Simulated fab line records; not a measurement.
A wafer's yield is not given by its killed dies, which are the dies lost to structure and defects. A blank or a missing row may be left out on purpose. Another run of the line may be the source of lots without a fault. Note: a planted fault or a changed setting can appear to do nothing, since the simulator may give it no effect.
fab line records    flow n5_finfet
[record] lots = 6  wafers = 18  last_day = 17
route steps=1938 shown BEOL_M3@962 BEOL_M4@1111 PASSIVATION@1936
lots untouched by any fault: they come from a run of this same line in which no faults occurred
start_h: hours from the record's opening day to when the first of the lot's shown wafers began    wait_h: hours from the lot's prior step to this one    " the same as in the row above    L1.1+2: a row that stands for several wafers    - no value, or no start was given    * or withheld: withheld    < > ~ a bound
route shown NAME@n: a module of which the file shows steps, and the number in the route of the first    usual: average and standard deviation across the fault-free wafers    same: alike in all rows    chamber/n: place in a boat    sites: per-site readings    _std_site: how widely they spread, as a standard deviation    _edge_site: mean of outer sites minus mean of inner sites    radius_mm: for every site, how far away it sits from the centre of the wafer    mask NAME#n: copy n    behind: tool/chamber where the wafer was last shaped    hold: cause of the lot's hold/its duration in hours/its outcome    device: the transistor (n, p or np) that didn't switch    end of line: tests run on the same wafers once the route is complete    a step without rows: its recipe alone    killed: count of dies lost to structure and defects at first sort (not the wafer's yield)    map: dies across one wafer; x = killed, . = not, _ = none there
set.NAME: the setting as run; set.NAME@STEP: as run at that earlier step    model.NAME: the simulator's own value behind a step, which no gauge read
certain route steps with their lots: each step a table, each wafer a row
services: from which hour (start_h, from the record's first day; less than 0 if before it) a tool's chamber was out of use, for how many hours, and why
[[steps]]
[step N5_BEOL_M3_SOFTBAKE_23]
[recipe] temp_c = 110  time_s = 60  resist = CAR-EUV
[step N5_BEOL_M3_EXPOSE_25]
[recipe] mask_id = V2  na = 0.33  source_shape = quasar  sigma_inner = 0.2  sigma_outer = 0.8  polarization = unpolarized  defocus_nm = 5  dose_mj = 63
[step N5_BEOL_M3_PEB_26]
[recipe] peb_temp_c = 100  peb_time_s = 60  resist = CAR-EUV
[step N5_BEOL_M3_DEVELOP_27]
[recipe] develop_time_s = 30  developer = TMAH  resist = CAR-EUV  rinse_liquid = surfactant_rinse  dry = air_spin  dev_temp_c = 23
[step N5_BEOL_M3_CD_MEAS_28]
[recipe] target_cd_nm = 25.7  landing_energy_ev = 500  detector = se_inlens  target_cd_y_nm = 23.3  polarity = opening
[usual] cd_nm = 25.74/0.25
lot.wafer  tool       chamber  start_h  wait_h  cd_nm
L822.1     cd_sem-02  0        150.74   -       25.44
L822.2     "          0        "        "       25.79
L822.6     "          0        "        "       25.41
L825.1     cd_sem-02  0        166.59   -       25.94
L825.2     "          0        "        "       25.62
L825.4     "          0        "        "       25.65
L832.1     cd_sem-03  0        219.25   -       25.64
L832.3     "          0        "        "       25.54
L832.4     "          0        "        "       25.62
L835.2     cd_sem-03  0        234.27   -       25.76
L835.5     "          0        "        "       25.61
L835.6     "          0        "        "       25.73
L838.3     cd_sem-02  0        261.50   -       25.72
L838.4     "          0        "        "       25.84
L838.5     "          0        "        "       25.58
L842.2     cd_sem-03  0        277.05   -       25.98
L842.3     "          0        "        "       25.38
L842.5     "          0        "        "       25.71
[step N5_BEOL_M3_OVL_MEAS_29]
[recipe] points_per_wafer = 522
[usual] V2_OVL = 0.3/0.6
lot.wafer  tool        chamber  start_h  wait_h  V2_OVL[nm]
L822.1     overlay-01  0        150.77   0.0     1.0
L822.2     "           0        "        "       1.6
L822.6     "           0        "        "       0.2
L825.1     overlay-01  0        166.62   0.0     0.7
L825.2     "           0        "        "       1.1
L825.4     "           0        "        "       1.1
L832.1     overlay-02  0        219.29   0.0     0.7
L832.3     "           0        "        "       0.7
L832.4     "           0        "        "       -0.1
L835.2     overlay-01  0        234.31   0.0     0.1
L835.5     "           0        "        "       0.8
L835.6     "           0        "        "       0.8
L838.3     overlay-02  0        261.54   0.0     0.4
L838.4     "           0        "        "       0.1
L838.5     "           0        "        "       0.8
L842.2     overlay-01  0        277.09   0.0     0.5
L842.3     "           0        "        "       0.5
L842.5     "           0        "        "       0.3
[step N5_BEOL_M3_INSPECT_30]
[recipe] mode = adi  inspect_instrument = brightfield
[usual] raw_defect_count = 438/89
lot.wafer  tool               chamber  start_h  wait_h  raw_defect_count
L822.1     defect_inspect-02  -        150.82   0.1     273
L822.2     "                  -        "        "       270
L822.6     "                  -        "        "       352
L825.1     defect_inspect-02  -        166.68   0.1     384
L825.2     "                  -        "        "       490
L825.4     "                  -        "        "       415
L832.1     defect_inspect-01  -        219.34   0.1     670
L832.3     "                  -        "        "       592
L832.4     "                  -        "        "       543
L835.2     defect_inspect-01  -        234.36   0.0     610
L835.5     "                  -        "        "       478
L835.6     "                  -        "        "       509
L838.3     defect_inspect-01  -        261.59   0.0     496
L838.4     "                  -        "        "       483
L838.5     "                  -        "        "       384
L842.2     defect_inspect-02  -        277.14   0.0     403
L842.3     "                  -        "        "       297
L842.5     "                  -        "        "       416
[step N5_BEOL_M3_DESCUM_33]
[recipe] chemistry = O2  time_s = 7  source_power_w = 50  bias_power_w = 20  pressure_mtorr = 20  rf_frequency_hz = 2.712e+07  temp_c = 40  resist = CAR-EUV  o2_flow_sccm = 225
[usual] drypump_motor_current_A = 5.7/0.4  oes_product_au = 0.78/0.095  rf_fwd_power_W = 49.38/0.24  rf_vpp_V = 243.4/1.3  showerhead_plenum_p_Torr = 2.11/0.07  throttle_valve_pct = 20.42/0.23
lot.wafer  tool         chamber  start_h  wait_h  drypump_motor_current_A  oes_product_au  rf_fwd_power_W  rf_hours_counter_h  rf_vpp_V  showerhead_plenum_p_Torr  throttle_valve_pct
L822.1     rie_diel-06  1        150.86   0.0     6.0                      0.89            49.55           47                  241.8     2.04                      19.96
L822.2     "            2        "        "       5.9                      0.71            49.23           207                 243.1     2.06                      20.45
L822.6     "            0        "        "       5.2                      0.71            49.71           -                   241.7     1.99                      20.44
L825.1     rie_diel-02  3        166.71   0.0     5.5                      0.86            49.77           58                  242.7     2.12                      20.29
L825.2     "            0        "        "       6.5                      0.95            48.93           8                   244.2     2.15                      20.43
L825.4     "            1        "        "       5.4                      0.74            49.28           177                 245.2     2.16                      20.65
L832.1     rie_diel-05  1        219.38   0.0     5.8                      0.76            49.71           160                 244.6     2.17                      20.15
L832.3     "            0        "        "       5.1                      0.68            49.59           243                 244.0     2.15                      20.76
L832.4     "            3        "        "       5.7                      0.70            49.59           239                 243.2     2.15                      20.66
L835.2     rie_diel-05  0        234.39   0.0     5.1                      0.67            49.09           247                 244.7     2.15                      20.76
L835.5     "            1        "        "       5.8                      0.76            49.34           -                   246.1     2.16                      20.16
L835.6     "            0        "        "       5.1                      0.68            49.02           -                   244.8     2.15                      20.76
L838.3     rie_diel-02  1        261.62   0.0     5.4                      0.71            49.18           210                 243.4     2.15                      20.70
L838.4     "            2        "        "       6.1                      0.92            49.50           19                  242.7     2.13                      20.24
L838.5     "            1        "        "       5.4                      0.71            49.17           -                   242.9     2.15                      20.72
L842.2     rie_diel-02  1        277.17   0.0     5.4                      0.70            49.30           214                 244.4     2.15                      20.72
L842.3     "            0        "        "       6.5                      0.87            49.20           44                  243.2     2.14                      20.50
L842.5     "            2        "        "       6.1                      0.92            49.36           -                   243.2     2.13                      20.23
[step N5_BEOL_M3_ETCH_77]
[recipe] chemistry = N2/H2  target = underlayer  target_depth_a = 65  mask_material = CAR-EUV  time_s = 5.2  ion_energy_ev = 200  pressure_mtorr = 30  source_w = 840  bias_w = 150  n2_flow_sccm = 200  h2_flow_sccm = 200  ends = cleared
[usual] bias_w = 150.0/0.44  drypump_motor_current_A = 5.7/0.41  etch_rf_on_time_s = 5.16/0.096  oes_product_au = 0.67/0.082  rf_fwd_power_W = 819.3/2.7  rf_vpp_V = 524.4/2.5  showerhead_plenum_p_Torr = 2.56/0.087  throttle_valve_pct = 17.85/0.27
lot.wafer  tool         chamber  start_h  wait_h  bias_w  drypump_motor_current_A  etch_rf_on_time_s  oes_product_au  rf_fwd_power_W  rf_hours_counter_h  rf_vpp_V  showerhead_plenum_p_Torr  throttle_valve_pct
L822.1     rie_diel-06  1        150.89   0.0     149.9   6.0                      5.08               0.76            819.0           47                  523.4     2.46                      17.26
L822.2     "            2        "        "       150.3   5.9                      5.26               0.60            819.3           207                 524.5     2.52                      17.91
L822.6     "            0        "        "       149.3   5.2                      5.31               0.61            820.4           -                   520.7     2.42                      17.98
L825.1     rie_diel-02  3        166.75   0.0     150.0   5.6                      5.17               0.72            818.6           58                  525.2     2.57                      17.69
L825.2     "            0        "        "       149.7   6.5                      5.03               0.82            822.1           8                   522.4     2.61                      17.79
L825.4     "            1        "        "       150.0   5.4                      5.24               0.64            821.0           177                 527.5     2.64                      18.24
L832.1     rie_diel-05  1        219.41   0.0     149.4   5.7                      5.09               0.65            819.1           160                 526.3     2.65                      17.73
L832.3     "            0        "        "       150.2   5.1                      5.15               0.58            818.3           243                 524.2     2.62                      18.21
L832.4     "            3        "        "       150.3   5.7                      5.13               0.60            821.2           239                 526.6     2.59                      17.92
L835.2     rie_diel-05  0        234.43   0.0     149.8   5.1                      5.17               0.57            816.4           247                 524.0     2.61                      18.24
L835.5     "            1        "        "       149.9   5.8                      5.09               0.65            821.7           -                   525.0     2.65                      17.77
L835.6     "            0        "        "       149.3   5.1                      5.12               0.57            817.1           -                   527.4     2.61                      18.24
L838.3     rie_diel-02  1        261.65   0.0     150.2   5.4                      5.29               0.60            817.9           210                 527.2     2.63                      18.28
L838.4     "            2        "        "       150.9   6.2                      5.23               0.78            817.7           19                  526.0     2.59                      17.64
L838.5     "            1        "        "       150.2   5.4                      5.25               0.61            822.0           -                   525.8     2.63                      18.28
L842.2     rie_diel-02  1        277.21   0.0     151.3   5.4                      5.32               0.61            819.7           214                 525.3     2.63                      18.28
L842.3     "            0        "        "       150.0   6.5                      5.06               0.74            812.7           44                  524.3     2.60                      17.88
L842.5     "            2        "        "       149.3   6.2                      5.15               0.79            819.8           -                   526.2     2.59                      17.64
[step N5_BEOL_M3_ETCH_69]
[recipe] chemistry = CF4  target = SiARC  target_depth_a = 156  mask_material = CAR-EUV  time_s = 26  ion_energy_ev = 80  pressure_mtorr = 40  source_w = 545  bias_w = 36  Ar_flow_sccm = 100  cf4_flow_sccm = 100  ends = cleared
[usual] bias_w = 36.00/0.11  drypump_motor_current_A = 5.7/0.41  etch_rf_on_time_s = 25.8/0.47  oes_product_au = 0.67/0.082  rf_fwd_power_W = 532.3/2.2  rf_vpp_V = 184.4/1.1  showerhead_plenum_p_Torr = 2.16/0.063  throttle_valve_pct = 15.65/0.23
lot.wafer  tool         chamber  start_h  wait_h  bias_w  drypump_motor_current_A  etch_rf_on_time_s  oes_product_au  rf_fwd_power_W  rf_hours_counter_h  rf_vpp_V  showerhead_plenum_p_Torr  throttle_valve_pct
L822.1     rie_diel-06  1        150.91   0.0     36.05   6.0                      25.3               0.76            529.5           47                  182.7     2.10                      15.22
L822.2     "            2        "        "       36.13   5.9                      26.1               0.60            530.0           207                 184.8     2.13                      15.76
L822.6     "            0        "        "       35.95   5.1                      26.1               0.63            533.9           -                   182.8     2.05                      15.76
L825.1     rie_diel-02  3        166.77   0.0     36.02   5.5                      25.8               0.73            536.4           58                  185.1     2.18                      15.46
L825.2     "            0        "        "       35.79   6.5                      25.1               0.81            529.2           8                   185.1     2.19                      15.45
L825.4     "            1        "        "       36.06   5.4                      26.2               0.63            533.4           177                 184.2     2.21                      15.89
L832.1     rie_diel-05  1        219.43   0.0     35.95   5.8                      25.5               0.66            531.2           160                 185.9     2.22                      15.39
L832.3     "            0        "        "       36.20   5.0                      26.1               0.58            532.3           243                 185.3     2.20                      15.99
L832.4     "            3        "        "       36.01   5.7                      25.4               0.60            528.1           239                 183.5     2.20                      15.81
L835.2     rie_diel-05  0        234.45   0.0     35.94   5.1                      26.4               0.57            534.0           247                 184.6     2.20                      16.00
L835.5     "            1        "        "       36.07   5.8                      25.8               0.65            537.7           -                   184.7     2.21                      15.41
L835.6     "            0        "        "       35.98   5.1                      26.2               0.57            532.8           -                   185.4     2.20                      15.99
L838.3     rie_diel-02  1        261.67   0.0     36.04   5.3                      26.2               0.61            533.5           210                 183.6     2.20                      15.94
L838.4     "            2        "        "       36.23   6.2                      25.8               0.79            534.8           19                  186.0     2.19                      15.44
L838.5     "            1        "        "       36.11   5.4                      26.0               0.61            530.3           -                   185.0     2.20                      15.95
L842.2     rie_diel-02  1        277.22   0.0     36.01   5.4                      25.8               0.62            533.1           214                 185.3     2.20                      15.96
L842.3     "            0        "        "       36.09   6.5                      25.3               0.74            531.8           44                  186.0     2.18                      15.51
L842.5     "            2        "        "       35.98   6.1                      26.0               0.79            531.9           -                   182.7     2.19                      15.43
[step N5_BEOL_M3_ALD_98]
[recipe] material = SiO2  target_thk_a = 25  temp_c = 100  ald_precursor_family = BDEAS  ald_co_reactant = O2-plasma  pulse_time_s = 1  co_reactant_pulse_time_s = 1  purge_time_s = 2  co_reactant_purge_time_s = 2  ald_cycles = 17  pressure_torr = 2
[usual] heater_power_w = 79/9.8  precursor_pulse_height_rel = 1.000/0.019
[same] co_reactant_pulse_time_s = 1  pulse_time_s = 1
lot.wafer  tool        chamber  start_h  wait_h  heater_power_w  precursor_pulse_height_rel
L822.1     ald_sin-01  3        150.99   0.1     72              0.999
L822.2     "           0        "        "       66              1.012
L822.6     "           1        "        "       100             1.000
L825.1     ald_sin-03  1        166.85   0.1     97              0.985
L825.2     "           2        "        "       78              0.965
L825.4     "           0        "        "       83              1.016
L832.1     ald_sin-04  1        219.51   0.1     73              1.011
L832.3     "           0        "        "       88              0.991
L832.4     "           2        "        "       81              0.991
L835.2     ald_sin-01  2        234.56   0.1     73              0.993
L835.5     "           0        "        "       67              1.006
L835.6     "           1        "        "       100             1.011
L838.3     ald_sin-01  2        261.76   0.1     73              1.020
L838.4     "           0        "        "       67              1.000
L838.5     "           3        "        "       71              0.993
L842.2     ald_sin-01  1        279.43   2.2     99              0.995
L842.3     "           3        "        "       71              1.004
L842.5     "           0        "        "       67              1.020
[step N5_BEOL_M3_ETCHBACK_99]
[recipe] chemistry = CHF3  target = SiO2  target_depth_a = 50  time_s = 10.4  source_w = 215  bias_w = 47  Ar_flow_sccm = 200  CHF3_flow_sccm = 12  ion_energy_ev = 100  pressure_mtorr = 30
[usual] bias_w = 47.00/0.13  drypump_motor_current_A = 5.7/0.39  oes_f_703_au = 0.80/0.091  oes_product_au = 0.78/0.097  rf_fwd_power_W = 212.4/0.92  rf_vpp_V = 238/4.4  showerhead_plenum_p_Torr = 2.16/0.081  throttle_valve_pct = 17.08/0.23
lot.wafer  tool         chamber  start_h  wait_h  bias_w  drypump_motor_current_A  oes_f_703_au  oes_product_au  rf_fwd_power_W  rf_hours_counter_h  rf_vpp_V  showerhead_plenum_p_Torr  throttle_valve_pct
L822.1     rie_diel-05  3        157.35   6.3     47.14   5.8                      0.73          0.71            210.9           221                 237       2.22                      17.27
L822.2     "            1        "        "       47.29   5.8                      0.81          0.78            212.8           143                 239       2.25                      16.89
L822.6     "            3        "        "       47.04   5.7                      0.74          0.72            211.1           -                   235       2.22                      17.28
L825.1     rie_diel-06  0        167.50   0.6     47.12   5.2                      0.75          0.71            212.8           176                 236       2.03                      17.09
L825.2     "            2        "        "       46.93   5.9                      0.71          0.70            212.1           214                 236       2.15                      17.29
L825.4     "            1        "        "       47.01   6.0                      0.90          0.89            212.8           52                  239       2.09                      16.58
L832.1     rie_diel-06  3        219.79   0.2     47.01   5.3                      0.98          1.00            212.5           4                   249       2.30                      17.10
L832.3     "            2        "        "       47.10   5.9                      0.70          0.69            211.0           230                 236       2.14                      17.32
L832.4     "            1        "        "       47.05   6.1                      0.88          0.86            211.6           68                  239       2.08                      16.60
L835.2     rie_diel-06  1        235.27   0.7     46.93   6.1                      0.87          0.85            212.8           73                  240       2.08                      16.64
L835.5     "            1        "        "       47.08   6.1                      0.87          0.84            212.7           -                   240       2.08                      16.63
L835.6     "            0        "        "       46.94   5.2                      0.73          0.70            213.0           -                   235       2.02                      17.14
L838.3     rie_diel-02  1        266.06   4.2     47.01   5.4                      0.73          0.72            212.4           211                 232       2.19                      17.30
L838.4     "            0        "        "       46.87   6.5                      0.89          0.87            210.4           40                  236       2.19                      16.97
L838.5     "            1        "        "       46.85   5.3                      0.73          0.71            211.3           -                   235       2.19                      17.31
L842.2     rie_diel-02  1        284.79   5.3     46.99   5.4                      0.73          0.71            210.8           216                 234       2.19                      17.30
L842.3     "            3        "        "       47.08   5.6                      0.83          0.81            213.3           95                  231       2.18                      17.06
L842.5     "            1        "        "       47.03   5.4                      0.74          0.71            211.0           -                   232       2.19                      17.30
[step N5_BEOL_M3_ETCH_70]
[recipe] chemistry = N2/H2  target = SOC  target_depth_a = 800  overetch_a = 160  mask_material = SiARC  temp_c = 40  time_s = 120  ion_energy_ev = 200  pressure_mtorr = 30  source_w = 840  bias_w = 150  n2_flow_sccm = 200  h2_flow_sccm = 200
[usual] bias_w = 150.0/0.47  drypump_motor_current_A = 5.7/0.39  oes_product_au = 0.60/0.07  rf_fwd_power_W = 835/3.2  rf_vpp_V = 524.1/2.7  showerhead_plenum_p_Torr = 2.55/0.096  throttle_valve_pct = 17.79/0.28
lot.wafer  tool         chamber  start_h  wait_h  bias_w  drypump_motor_current_A  oes_product_au  rf_fwd_power_W  rf_hours_counter_h  rf_vpp_V  showerhead_plenum_p_Torr  throttle_valve_pct  model.SiARC_of_BEOL_M3_COAT_68.thk_nm
L822.1     rie_diel-05  3        157.38   0.0     149.5   5.7                      0.54            834             221                 524.7     2.60                      17.86               6.4
L822.2     "            1        "        "       149.5   5.8                      0.60            840             143                 526.8     2.66                      17.66               6.2
L822.6     "            3        "        "       150.1   5.7                      0.55            829             -                   525.2     2.60                      17.84               6.4
L825.1     rie_diel-06  0        167.53   0.0     150.0   5.1                      0.56            839             176                 519.8     2.42                      17.92               6.6
L825.2     "            2        "        "       150.4   5.9                      0.54            835             214                 521.5     2.51                      17.87               6.4
L825.4     "            1        "        "       150.6   6.0                      0.66            840             52                  522.9     2.46                      17.20               6.2
L832.1     rie_diel-06  3        219.83   0.0     150.8   5.3                      0.76            833             4                   527.4     2.72                      17.81               6.2
L832.3     "            2        "        "       149.3   5.9                      0.53            835             230                 522.1     2.51                      17.89               6.6
L832.4     "            1        "        "       109.5   6.0                      0.65            837             68                  425.8     2.45                      17.23               8.2
L835.2     rie_diel-06  1        235.31   0.0     108.3   6.0                      0.64            831             73                  424.8     2.45                      17.22               8.4
L835.5     "            1        "        "       108.5   6.0                      0.65            836             -                   425.5     2.45                      17.23               8.4
L835.6     "            0        "        "       150.0   5.2                      0.54            834             -                   519.3     2.41                      17.96               6.6
L838.3     rie_diel-02  1        266.09   0.0     150.6   5.4                      0.56            830             211                 527.4     2.63                      18.25               6.6
L838.4     "            0        "        "       150.2   6.5                      0.66            829             40                  524.7     2.60                      17.79               6.2
L838.5     "            1        "        "       150.6   5.4                      0.55            834             -                   525.2     2.63                      18.24               6.6
L842.2     rie_diel-02  1        284.83   0.0     149.9   5.4                      0.56            837             216                 526.9     2.63                      18.25               6.6
L842.3     "            3        "        "       150.0   5.6                      0.62            839             95                  523.7     2.56                      17.72               6.6
L842.5     "            1        "        "       150.9   5.4                      0.55            834             -                   525.7     2.62                      18.24               6.6
[step N5_BEOL_M3_STRIP_71]
[recipe] chemistry = N2/H2  temp_c = 40  n2_flow_sccm = 200  h2_flow_sccm = 200  rf_frequency_hz = 6e+07
[step N5_BEOL_M4_RC_MEAS_101]
[usual] DIBL_N = 36.4/1.6  DIBL_P = 35.9/2  IOFF_N = 0.152/0.03  IOFF_P = 0.20/0.032  ION_N = 670/12  ION_P = 459/7.3  SS_N = 71.6/0.55  SS_P = 73.2/0.69  VT_N = 251/3.5  VT_P = -252/3.2
lot.wafer  tool       chamber  start_h  wait_h  DIBL_N[mV/V]  DIBL_P[mV/V]  IOFF_N[nA/um]  IOFF_P[nA/um]  ION_N[uA/um]  ION_P[uA/um]  SS_N[mV/dec]  SS_P[mV/dec]  VT_N[mV]  VT_P[mV]
L822.1     prober-01  0        171.53   0.0     35.0          33.1          0.118          0.19           655           461           70.8          72.2          253       -250
L822.2     "          0        "        "       35.1          34.2          0.129          0.19           664           452           70.8          72.7          250       -251
L822.6     "          0        "        "       37.3          35.3          0.152          0.21           669           457           72.0          73.2          250       -249
L825.1     prober-01  0        197.22   0.0     36.4          36.4          0.154          0.19           663           452           71.6          73.3          251       -251
L825.2     "          0        "        "       36.9          37.5          0.164          0.20           675           461           72.2          73.2          249       -252
L825.4     "          0        "        "       36.3          35.9          0.144          0.18           674           456           71.9          72.7          254       -253
L832.1     prober-02  0        240.08   0.0     38.2          38.4          0.182          0.25           685           471           71.2          74.6          246       -246
L832.3     "          0        "        "       39.3          39.1          0.197          0.26           684           467           71.5          74.2          245       -245
L832.4     "          0        "        "       35.4          33.5          0.122          0.17           655           453           71.2          73.1          255       -252
L835.2     prober-02  0        260.97   0.2     37.0          35.6          0.158          0.20           667           456           71.8          73.9          251       -250
L835.5     "          0        "        "       37.5          37.0          0.166          0.20           669           455           71.8          73.8          250       -253
L835.6     "          0        "        "       37.6          38.6          0.181          0.24           680           469           72.8          73.8          248       -249
L838.3     prober-01  0        283.55   0.3     36.1          37.3          0.156          0.21           672           465           71.8          72.6          250       -248
L838.4     "          0        "        "       34.7          34.2          0.123          0.17           654           451           71.2          72.0          255       -254
L838.5     "          0        "        "       35.6          35.9          0.140          0.19           668           459           71.3          72.1          250       -251
L842.2     prober-01  0        305.01   0.2     35.8          34.6          0.143          0.17           663           449           71.4          72.9          251       -254
L842.3     "          0        "        "       37.1          35.5          0.151          0.18           667           454           71.2          72.3          252       -254
L842.5     "          0        "        "       36.3          35.1          0.149          0.17           659           447           71.2          72.1          253       -256
[step N5_PASSIVATION_PROBE_49]
[usual] defect_limited_yield = 91.7/1.2  killed_at_M0_to_M3 = 33/9.5  killed_at_M4_up = 13/4.9  killed_at_contacts = 13/6.6  killed_at_front_end = 36/11  killed_at_other = 3.0/2.6  killed_dies = 97/14  killed_open = 65/11  killed_short = 31/6.6  sort_bin_5_function = 4.8/0.82  sort_bin_6_memory = 3.1/0.58  sort_bin_8_speed = 0.00/0.02  sort_n_pass = 1083/14  sort_yield_pct = 91.7/1.2
[same] gross_dies = 1180  killed_at_back_side = 0  sort_bin_4_leakage[%] = 0
lot.wafer  tool       chamber  start_h  wait_h  defect_limited_yield[%]  killed_at_M0_to_M3  killed_at_M4_up  killed_at_contacts  killed_at_front_end  killed_at_other  killed_dies  killed_open  killed_short  sort_bin_5_function[%]  sort_bin_6_memory[%]  sort_bin_8_speed[%]  sort_n_pass  sort_yield_pct[%]
L822.1     prober-02  -        278.57   0.0     90.7                     42                  11               4                   46                   7                110          78           31            5.8                     3.1                   0                    1070         90.7
L822.2     prober-02  -        278.62   0.1     90.6                     31                  24               16                  33                   7                111          78           29            5.8                     3.3                   0                    1069         90.6
L822.6     prober-02  -        278.82   0.3     91.0                     37                  18               12                  36                   3                106          75           29            5.3                     3.6                   0                    1074         91.0
L835.2     prober-01  -        361.76   0.1     90.7                     41                  10               8                   47                   4                110          63           46            5.8                     3.3                   0                    1070         90.7
L838.3     prober-02  -        378.86   0.1     92.5                     40                  5                15                  27                   1                88           55           33            4.6                     2.8                   0                    1092         92.5
L838.4     prober-02  -        378.91   0.2     90.6                     35                  12               17                  42                   5                111          67           43            6.0                     3.1                   0                    1069         90.6
L838.5     prober-02  -        378.96   0.2     94.3                     22                  8                8                   27                   2                67           46           20            3.2                     2.2                   0                    1113         94.3
L842.2     prober-02  -        415.31   0.1     91.5                     42                  11               20                  25                   2                100          66           30            5.1                     3.2                   0                    1080         91.5
L842.3     prober-02  -        415.36   0.1     93.1                     22                  12               10                  37                   1                82           52           30            4.2                     2.5                   0                    1098         93.1
L842.5     prober-02  -        415.46   0.2     91.6                     30                  12               15                  36                   6                99           72           26            4.4                     3.6                   0                    1081         91.6
// killed by level:class
L822.1 BEOL_M3:geometric_particle:open=20 FIN_SAQP:geometric_particle:short=12 FIN_SAQP:geometric_particle:open=11 STI_FIN_REVEAL:geometric_particle:open=9 BEOL_M0_SAQP:geometric_particle:open=5 BEOL_M1:geometric_particle:open=5 BEOL_M2:geometric_particle:open=5 MOL_CONTACT_COAG:geometric_particle:open=4
L822.2 MOL_CONTACT_COAG:geometric_particle:open=15 FIN_SAQP:geometric_particle:open=9 FIN_SAQP:geometric_particle:short=9 BEOL_M4:geometric_particle:open=9 BEOL_M0_SAQP:geometric_particle:open=7 BEOL_M2:geometric_particle:open=6 BEOL_M3:geometric_particle:open=6 STI_FIN_REVEAL:geometric_particle:open=5
L822.6 MOL_CONTACT_COAG:geometric_particle:open=10 BEOL_M4:geometric_particle:open=8 FIN_SAQP:geometric_particle:open=7 GATE_CUT:geometric_particle:open=7 BEOL_M3:geometric_particle:open=7 STI_FIN_REVEAL:geometric_particle:open=6 BEOL_M0_SAQP:geometric_particle:short=6 BEOL_M0_SAQP:geometric_particle:open=6
L835.2 FIN_SAQP:geometric_particle:short=16 DUMMY_GATE:geometric_particle:open=12 BEOL_M0_SAQP:geometric_particle:open=11 BEOL_M1:geometric_particle:open=7 MOL_CONTACT_COAG:geometric_particle:open=5 BEOL_M3:geometric_particle:open=5 STARTING-WAFER:geometric_particle:open=5 GATE_CUT:geometric_particle:short=4
L838.3 BEOL_M0_SAQP:geometric_particle:open=12 MOL_CONTACT_COAG:geometric_particle:open=10 BEOL_M0_SAQP:geometric_particle:short=9 BEOL_M1:geometric_particle:open=8 FIN_SAQP:geometric_particle:open=6 FIN_SAQP:geometric_particle:short=5 MOL_CONTACT_COAG:geometric_particle:short=5 SPACER0:geometric_particle:open=3
L838.4 MOL_CONTACT_COAG:geometric_particle:open=15 FIN_SAQP:geometric_particle:short=9 BEOL_M2:geometric_particle:open=9 BEOL_M0_SAQP:geometric_particle:open=7 BEOL_M0_SAQP:geometric_particle:short=6 BEOL_M1:geometric_particle:open=6 FIN_SAQP:geometric_particle:open=5 GATE_CUT:geometric_particle:short=5
L838.5 FIN_SAQP:geometric_particle:open=9 FIN_SAQP:geometric_particle:short=7 MOL_CONTACT_COAG:geometric_particle:open=6 BEOL_M0_SAQP:geometric_particle:open=6 BEOL_M3:geometric_particle:open=6 STI_FIN_REVEAL:geometric_particle:open=4 BEOL_M0_SAQP:geometric_particle:short=4 BEOL_M4:geometric_particle:open=3
L842.2 MOL_CONTACT_COAG:geometric_particle:open=18 BEOL_M2:geometric_particle:open=14 BEOL_M1:geometric_particle:open=8 DUMMY_GATE:geometric_particle:open=6 STI_FIN_REVEAL:geometric_particle:open=5 BEOL_M2:geometric_particle:short=5 DUMMY_GATE:geometric_particle:short=4 BEOL_M0:geometric_particle:short=4
L842.3 STI_FIN_REVEAL:geometric_particle:open=7 MOL_CONTACT_COAG:geometric_particle:open=7 BEOL_M1:geometric_particle:open=6 BEOL_M2:geometric_particle:open=6 FIN_SAQP:geometric_particle:short=5 FIN_SAQP:geometric_particle:open=5 BEOL_M4:geometric_particle:open=3 STI_FIN_REVEAL:geometric_particle:short=3
L842.5 MOL_CONTACT_COAG:geometric_particle:open=13 DUMMY_GATE:geometric_particle:open=12 BEOL_M1:geometric_particle:open=10 BEOL_M4:geometric_particle:open=7 FIN_SAQP:geometric_particle:short=6 BEOL_M3:geometric_particle:open=6 BEOL_M2:geometric_particle:open=5 FIN_SAQP:geometric_particle:open=4
[[services]]
tool         chamber  start_h  hours  kind
rie_diel-02  0        128.44   -      clean
rie_diel-02  0        128.44   -      consumable_replace:focus_ring
rie_diel-02  0        128.44   15.9   scheduled_down
rie_diel-02  0        128.44   15.9   vent_cycle
ald_sin-04   2        130.39   5.1    repair
rie_diel-02  3        148.52   2.5    repair
ald_sin-01   2        148.94   5.1    repair
rie_diel-06  3        155.86   4.0    repair
rie_diel-02  2        174.82   -      clean
rie_diel-02  2        174.82   -      consumable_replace:focus_ring
rie_diel-02  2        174.82   23.5   scheduled_down
rie_diel-02  2        174.82   23.5   vent_cycle
ald_sin-03   -        176.95   14.0   pm
rie_diel-06  3        193.90   -      clean
rie_diel-06  3        193.90   -      consumable_replace:focus_ring
rie_diel-06  3        193.90   -      consumable_replace:showerhead
rie_diel-06  3        193.90   10.8   scheduled_down
rie_diel-06  3        193.90   10.8   vent_cycle
rie_diel-06  3        224.10   7.6    repair
ald_sin-01   -        239.35   1.1    repair
rie_diel-06  -        243.11   0.3    repair
ald_sin-04   0        255.73   2.8    repair
ald_sin-03   1        260.96   10.1   repair
ald_sin-04   -        268.25   14.0   pm
[[key]]
[first_sign] step = N5_BEOL_M3_ETCH_70  reading = bias_w  direction = down  sigmas = 88  usual = *  struck = *
[effect] step = N5_BEOL_M3_ETCH_70  reading = rf_vpp_V  direction = down  sigmas = 37  usual = 524.1  struck = 425.4
[model_effect] step = N5_BEOL_M3_ETCH_70  value = SiARC_of_BEOL_M3_COAT_68.thk_nm  without = 6.2  struck = 8.333
met_at N5_BEOL_M3_ETCH_70
struck_wafers L832.4,L835.2,L835.5
onset_between 167.53 219.83
[fault] kind = process_parameter_drift  tool = rie_diel-06  chamber = 1  onset_h = 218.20  steps = N5_BEOL_M3_ETCH_70  channel = bias_w  offset = *  shape = step  end_h = 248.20  acts_in = *  stated = *
